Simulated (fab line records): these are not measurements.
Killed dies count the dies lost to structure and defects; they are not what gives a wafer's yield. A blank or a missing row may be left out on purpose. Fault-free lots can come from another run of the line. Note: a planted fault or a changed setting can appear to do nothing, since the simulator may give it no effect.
Which of the tools did it? ; flow n5 finfet ; Sampling: 24 lots, 72 wafers, 5 of 1938 route steps

== WHAT EACH GAUGE READ, for each wafer ==
N5_BEOL_M14_INSPECT_55: inspects for defects (darkfield). Usual: 78 for raw defect count, sd 23.
lot;measured;on;raw defect count;flag
L074;day 11 05:51;defect inspect-02;107 63 128;
L075;day 11 06:59;defect inspect-01;86 77 67;
L076;day 11 20:01;defect inspect-02;82 61 85;
L077;day 11 20:54;defect inspect-02;81 84 77;
L078;day 12 12:45;defect inspect-01;55 52 46;
L079;day 12 13:08;defect inspect-02;101 110 88;
L081;day 12 13:35;defect inspect-02;86 62 64;
L080;day 12 20:11;defect inspect-01;54 58 48;
L083;day 12 20:57;defect inspect-02;89 74 96;
L082;day 12 21:25;defect inspect-02;52 48 67;
L084;day 13 13:16;defect inspect-01;59 46 51;
L086;day 14 03:30;defect inspect-01;96 108 54;
L087;day 14 11:11;defect inspect-02;64 102 50;
L085;day 14 11:38;defect inspect-01;78 56 70;
L088;day 14 13:25;defect inspect-02;72 103 77;
L089;day 14 20:35;defect inspect-01;65 58 53;
L090;day 15 12:29;defect inspect-02;76 107 103;
L091;day 15 12:45;defect inspect-01;53 72 97;
L092;day 15 20:38;defect inspect-01;66 80 71;
L093;day 16 09:23;defect inspect-02;94 74 77;
L094;day 16 15:15;defect inspect-01;87 86 43;
L096;day 16 20:13;defect inspect-01;74 84 117;
L097;day 16 21:20;defect inspect-01;76 79 112;
L095;day 17 00:47;defect inspect-01;51 61 72;

N5_MIM_TOP_LITHO_INSPECT_12: inspects for defects (macro). Usual: 2.0 for raw defect count, sd 1.4.
lot;measured;on;raw defect count;flag
L074;day 11 18:26;defect inspect-01;2 3 6;
L075;day 11 19:32;defect inspect-02;2 1 0;
L076;day 12 04:47;defect inspect-01;3 2 1;
L077;day 12 06:41;defect inspect-02;4 1 1;
L078;day 12 21:46;defect inspect-02;2 2 2;
L079;day 12 22:02;defect inspect-02;4 0 2;
L081;day 12 23:08;defect inspect-01;3 0 1;
L080;day 13 03:50;defect inspect-01;5 2 5;
L083;day 13 07:08;defect inspect-02;1 1 2;
L082;day 13 09:58;defect inspect-02;2 0 1;
L084;day 14 00:52;defect inspect-01;0 5 3;
L086;day 14 15:11;defect inspect-01;4 4 3;
L087;day 14 22:04;defect inspect-01;1 3 1;
L085;day 14 22:14;defect inspect-01;0 0 4;
L088;day 15 00:28;defect inspect-01;2 1 1;
L089;day 15 06:47;defect inspect-02;1 2 0;
L090;day 16 04:08;defect inspect-02;3 6 2;
L091;day 16 06:22;defect inspect-02;4 1 3;
L092;day 16 13:47;defect inspect-02;1 1 2;
L093;day 16 19:15;defect inspect-02;3 2 2;
L094;day 17 00:37;defect inspect-02;2 2 4;
L096;day 17 04:37;defect inspect-02;2 1 3;
L097;day 17 10:36;defect inspect-01;2 4 0;
L095;day 17 11:32;defect inspect-01;3 1 1;

N5_PASSIVATION_CD_MEAS_10: target cd 3000 nm. Usual: 3000.6 nm for cd nm, sd 2.1.
lot;measured;on;cd nm (nm);flag
L074;day 11 22:50;cd sem-03;3001.5 3001.2 3003.6;
L075;day 11 22:26;cd sem-01;3002.6 2999.1 3002.8;
L076;day 12 10:35;cd sem-01;2996.4 3000.3 2995.4;
L077;day 12 10:44;cd sem-02;3003.3 3001.5 3005.2;
L078;day 13 01:44;cd sem-02;2998.7 2999.8 3002.4;
L079;day 13 01:29;cd sem-03;3004.9 3005.6 3007.0;
L081;day 13 02:58;cd sem-02;3000.7 3000.9 2999.5;
L080;day 13 06:04;cd sem-02;3000.4 3001.4 3000.6;
L083;day 13 10:50;cd sem-01;3000.8 3002.1 3003.1;
L082;day 13 14:19;cd sem-02;2998.8 2998.9 2998.7;
L084;day 14 03:45;cd sem-02;3001.6 3001.4 3001.0;
L086;day 14 18:13;cd sem-03;2998.1 3001.5 3003.5;
L087;day 15 00:17;cd sem-03;3000.6 3002.2 3001.8;
L085;day 15 02:59;cd sem-03;3000.5 3000.3 2998.8;
L088;day 15 03:09;cd sem-01;2999.6 2999.6 3001.0;
L089;day 15 09:11;cd sem-03;3000.8 2997.8 3000.2;
L090;day 16 06:49;cd sem-02;3002.1 3001.1 3001.0;
L091;day 16 10:02;cd sem-02;3001.7 3000.7 3004.6;
L092;day 16 16:43;cd sem-01;2998.8 2997.7 2999.3;
L093;day 16 21:32;cd sem-02;3000.5 3001.5 3002.9;
L094;day 17 02:59;cd sem-01;2999.8 2999.4 2998.4;
L096;day 17 06:50;cd sem-03;3000.0 3002.2 3002.7;
L097;day 17 13:07;cd sem-01;2999.7 3000.2 3001.1;
L095;day 17 14:11;cd sem-01;2997.1 2998.4 2998.1;

== WHAT TOOL EACH LOT RAN ON (gives the tool, then ch and the chambers of the sampled wafers, and finally the start) ==
lot;N5_MIM_BOT_ETCH_ETCH_04;N5_PASSIVATION_PECVD_55
L074;rie diel-06 ch 0,1, day 11 19:22;pecvd-03 ch 0,1, day 11 20:11
L075;rie diel-06 ch 1,2, day 11 20:25;pecvd-03 ch 0,1, day 11 21:14
L076;rie diel-05 ch 0,2,3, day 12 05:46;pecvd-01 ch 0,1,2, day 12 06:38
L077;rie diel-05 ch 0,2,3, day 12 07:31;pecvd-02 ch 0,2, day 12 08:20
L078;rie diel-04 ch 0,1,3, day 12 22:55;pecvd-02 ch 0,1,2, day 12 23:52
L079;rie diel-04 ch 1,2,3, day 12 23:34;pecvd-01 ch 1,2, day 13 00:25
L081;rie diel-05 ch 0,1,2, day 13 00:28;pecvd-01 ch 1,2, day 13 01:17
L080;rie diel-04 ch 1,3, day 13 04:49;pecvd-03 ch 0,1,2, day 13 05:38
L083;rie diel-06 ch 1,2,3, day 13 07:59;pecvd-03 ch 0,1,2, day 13 09:13
L082;rie diel-04 ch 2,3, day 13 11:16;pecvd-02 ch 1,2, day 13 12:36
L084;rie diel-06 ch 0,1,3, day 14 02:12;pecvd-01 ch 0,1, day 14 03:01
L086;rie diel-04 ch 0,1,2, day 14 16:17;pecvd-01 ch 0,1, day 14 17:07
L087;rie diel-05 ch 0,1, day 14 22:55;pecvd-02 ch 1,2, day 14 23:45
L085;rie diel-04 ch 0,2, day 14 23:16;pecvd-03 ch 0,1,2, day 15 00:05
L088;rie diel-06 ch 0,2, day 15 01:26;pecvd-01 ch 1,2, day 15 02:19
L089;rie diel-06 ch 0,3, day 15 07:57;pecvd-03 ch 1,2, day 15 08:47
L090;rie diel-04 ch 1,2, day 16 04:58;pecvd-02 ch 1,2, day 16 05:47
L091;rie diel-06 ch 1,3, day 16 08:26;pecvd-02 ch 0,1, day 16 09:38
L092;rie diel-05 ch 0,1, day 16 14:45;pecvd-01 ch 1,2, day 16 15:37
L093;rie diel-05 ch 1,2,3, day 16 20:09;pecvd-03 ch 1,2, day 16 20:58
L094;rie diel-05 ch 1,3, day 17 01:35;pecvd-03 ch 0,2, day 17 02:28
L096;rie diel-05 ch 0,1,3, day 17 05:27;pecvd-01 ch 0,2, day 17 06:23
L097;rie diel-06 ch 2,3, day 17 11:29;pecvd-01 ch 0,2, day 17 12:19
L095;rie diel-06 ch 2,3, day 17 12:28;pecvd-03 ch 0,2, day 17 13:19
- N5_MIM_BOT_ETCH_ETCH_04: etches SiNx in CF4/O2, target depth 26 nm, time 13 s.
- N5_PASSIVATION_PECVD_55: deposits SiO2 from SiH4/N2O, target thk 400 nm, time 22.5 s.

== AS READ BY THE TOOLS THEMSELVES (means over the sampled wafers that have a number; for cases with no such wafer, the mark the record gives instead) ==
N5_MIM_BOT_ETCH_ETCH_04. Usual: drypump motor current A 5.5 A, standard deviation 0.52; oes product au 0.78 a.u., standard deviation 0.079; rf fwd power W 531.9 W, standard deviation 1.7; rf vpp V 238 V, standard deviation 3.9; showerhead plenum p Torr 2.20 Torr, standard deviation 0.088; throttle valve pct 16.07 %, standard deviation 0.24.
lot;tool;drypump motor current A (A);oes product au (a.u.);rf fwd power W (W);rf vpp V (V);showerhead plenum p Torr (Torr);throttle valve pct (%);flag
L074;rie diel-06;5.1;0.72;532.1;237;2.14;16.18;
L075;rie diel-06;5.4;0.72;533.0;238;2.18;16.28;
L076;rie diel-05;5.9;0.84;532.1;239;2.32;15.94;
L077;rie diel-05;5.9;0.83;532.5;239;2.32;15.95;
L078;rie diel-04;5.6;0.70;532.5;240;2.18;16.06;
L079;rie diel-04;5.8;0.75;530.8;238;2.14;16.11;
L081;rie diel-05;5.5;0.78;531.3;240;2.25;16.03;
L080;rie diel-04;5.3;0.73;532.1;241;2.16;16.11;
L083;rie diel-06;5.2;0.77;531.4;240;2.23;16.19;
L082;rie diel-04;5.5;0.76;531.8;238;2.18;16.22;
L084;rie diel-06;5.1;0.77;530.5;239;2.20;16.16;
L086;rie diel-04;6.0;0.82;533.4;238;2.16;15.93;
L087;rie diel-05;5.6;0.75;533.3;238;2.25;16.28;
L085;rie diel-04;6.1;0.84;533.2;238;2.18;16.05;
L088;rie diel-06;5.0;0.70;532.1;232;2.12;16.17;
L089;rie diel-06;4.8;0.82;531.0;236;2.25;16.00;
L090;rie diel-04;6.0;0.72;534.7;238;2.09;16.06;
L091;rie diel-06;5.4;0.76;532.7;244;2.23;16.30;
L092;rie diel-05;5.6;0.75;530.0;240;2.25;16.29;
L093;rie diel-05;5.6;0.80;530.8;238;2.25;15.85;
L094;rie diel-05;6.0;0.84;529.8;236;2.27;15.83;
L096;rie diel-05;5.8;0.79;531.8;238;2.25;16.06;
L097;rie diel-06;5.0;0.88;531.8;237;2.27;15.94;
L095;rie diel-06;5.2;0.91;531.1;235;2.21;15.89;

N5_PASSIVATION_PECVD_55. Usual: heater power w 647 W, standard deviation 85; rf fwd power W 600.8 W, standard deviation 2.3; showerhead plenum p Torr 8.12 Torr, standard deviation 0.067; throttle valve pct 51.0 %, standard deviation 1.7.
lot;tool;heater power w (W);rf fwd power W (W);showerhead plenum p Torr (Torr);throttle valve pct (%);flag
L074;pecvd-03;640;602.8;8.14;51.3;
L075;pecvd-03;702;600.4;8.15;51.7;
L076;pecvd-01;665;599.9;8.10;51.8;
L077;pecvd-02;703;602.3;8.13;49.1;
L078;pecvd-02;611;601.3;8.14;50.4;
L079;pecvd-01;675;598.0;8.10;52.8;
L081;pecvd-01;762;596.8;8.09;52.8;
L080;pecvd-03;639;600.1;8.11;50.4;
L083;pecvd-03;663;599.4;8.09;50.3;
L082;pecvd-02;642;602.4;8.11;50.4;
L084;pecvd-01;670;600.0;8.06;52.9;
L086;pecvd-01;591;599.9;8.07;51.9;
L087;pecvd-02;643;601.7;8.14;51.5;
L085;pecvd-03;596;600.6;8.09;50.5;
L088;pecvd-01;678;598.6;8.14;51.8;
L089;pecvd-03;598;601.4;8.06;49.6;
L090;pecvd-02;620;600.8;8.15;51.5;
L091;pecvd-02;702;601.5;8.16;51.6;
L092;pecvd-01;669;600.4;8.14;51.9;
L093;pecvd-03;643;601.5;8.07;49.7;
L094;pecvd-03;588;602.1;8.08;50.3;
L096;pecvd-01;604;601.2;8.13;50.9;
L097;pecvd-01;545;599.3;8.12;51.0;
L095;pecvd-03;613;601.8;8.07;50.2;

== THE ANSWER, worked out from the rows above alone ==
Rule: take the mean of a lot's wafers that have a number; if it is more than 3 standard deviations from the usual mean, the lot is off. A lot without any number at a reading at which 4 lots or more have one is off too. All remaining lots with rows at the step are treated as sound. Order of review: gauges by route order, followed by the tools' own readings, for which a lot's mean as printed above is used. At the first step where some lot is off, the reading lying furthest off is the one used; lots without a number count as furthest.
No lot is off on any of the readings shown, so nothing can be concluded from this.

== WHAT HAD BEEN PUT IN BY THE SIMULATOR ==
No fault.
